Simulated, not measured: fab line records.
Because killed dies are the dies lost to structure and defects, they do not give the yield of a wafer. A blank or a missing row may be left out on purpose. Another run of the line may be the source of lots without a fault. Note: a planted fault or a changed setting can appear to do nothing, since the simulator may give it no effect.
8D (eight disciplines) problem report, filled in by code    flow nandHarc    the parts of the form that need people (team, actions taken, sign-off) are left out

1. WHAT WENT WRONG
rawDefectCount at NHARC_A_ZERO_WELL_INSPECT_17 reads a mean of 898 on 2 wafers of 2 lots; wafers without a fault read 11 with a standard deviation of 5.6. So: +99 or more standard deviations from the usual mean.
First observed at day 9 02:28: wafer L743.2, on defectInspect-02. At this step, 35 wafers from 12 lots have a number in the record. Rule for "out", or "out of limits": more than 4 standard deviations from the usual mean. The rest of the wafers with a number are treated as sound.

2. WHAT IT IS, AND WHAT IT ISN'T
question                     is                is not
which readings at this step  rawDefectCount    -
which lots                   L743, L744        L739, L740, L742, L747, L749, L750, L752, L753, L758, L760
which wafers of those lots   L743.2, L744.4    L743.3, L743.5, L744.5
read on which gauges         defectInspect-02  defectInspect-01
when                         from day 9 02:28  up to then (11 sound wafers); but 22 sound wafers of L744, L747, L749, L750, L752, L753, L758, L760 came after

3. SUSPECTS, AND WHAT RULES EACH OUT
Counting: if a tool at a process step up to the reading ran every lot that is out, it stays a suspect. Sound lots after the first of them don't rule it out here, since some wafers of a struck lot are sound.
- the gauge at NHARC_A_ZERO_WELL_INSPECT_17 is ruled out. All the wafers that are out were read on defectInspect-02, but those of them that NHARC_END_SORT_01 has rows for are out there too, on other tools.
- rieDiel-13 at NHARC_P_BONDPAD_ACTIVATE_29 (chemistry N2, time 60 s): kept. It ran every lot that is out, first L743 (day 8 23:47).
- rieSi-06 at NHARC_A_ZERO_WELL_ETCH_13 (etches the open film in HBr/Cl2, target depth 120 nm, time 40.1 s): kept. Ran every lot that is out, first one L743 (day 9 01:21); last sound lot up to then L740 (day 7 21:10).
- Within rieSi-06 at NHARC_A_ZERO_WELL_ETCH_13: the wafers that are out ran in chamber 2; their sound lot-mates ran in chamber 0.
After counting, rieDiel-13 at NHARC_P_BONDPAD_ACTIVATE_29 and rieSi-06 at NHARC_A_ZERO_WELL_ETCH_13 remain.

4. THE CAUSE (what the simulator had put in)
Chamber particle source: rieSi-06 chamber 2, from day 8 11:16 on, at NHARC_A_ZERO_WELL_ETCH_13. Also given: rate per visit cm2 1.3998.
After counting, 2 suspects remain, this tool included.

5. SEQUENCE OF EFFECTS, ordered by route
Each row: a reading whose mean over the struck wafers that have a number lies more than 3 standard deviations from the usual. Only readings for which the record gives a usual standard deviation are gone through. hours: the time from each lot's start at the first step in this table that gives one to its start at this step, as a median over the lots. sigmas: the change in usual standard deviations.
hours  step                             reading         usual  on struck wafers  change  sigmas
0      NHARC_A_ZERO_WELL_INSPECT_17     rawDefectCount  11     898               +887    +99 or more
21     NHARC_A_SOURCE_PLATE_INSPECT_08  rawDefectCount  59     932               +873    +36
427    NHARC_END_SORT_01                killedAtArray   55     148               +94     +6.2
427    NHARC_END_SORT_01                killedDies      59     152               +92     +6.2

6. HOW IT WOULD HAVE BEEN CAUGHT EARLIER
The first out-of-limits reading at a measuring or inspecting step in this record came at day 9 02:28, 15 hours after the fault's start at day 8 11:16.
Tool readings at NHARC_A_ZERO_WELL_ETCH_13 with a usual standard deviation given in the record: none out on any struck wafer, hence no alarm at a limit of 4 standard deviations on them.
L744, from the lots that are out (2), started NHARC_A_ZERO_WELL_ETCH_13 on rieSi-06 later than day 9 02:28. Had the tool been put on hold then, it would have been spared.
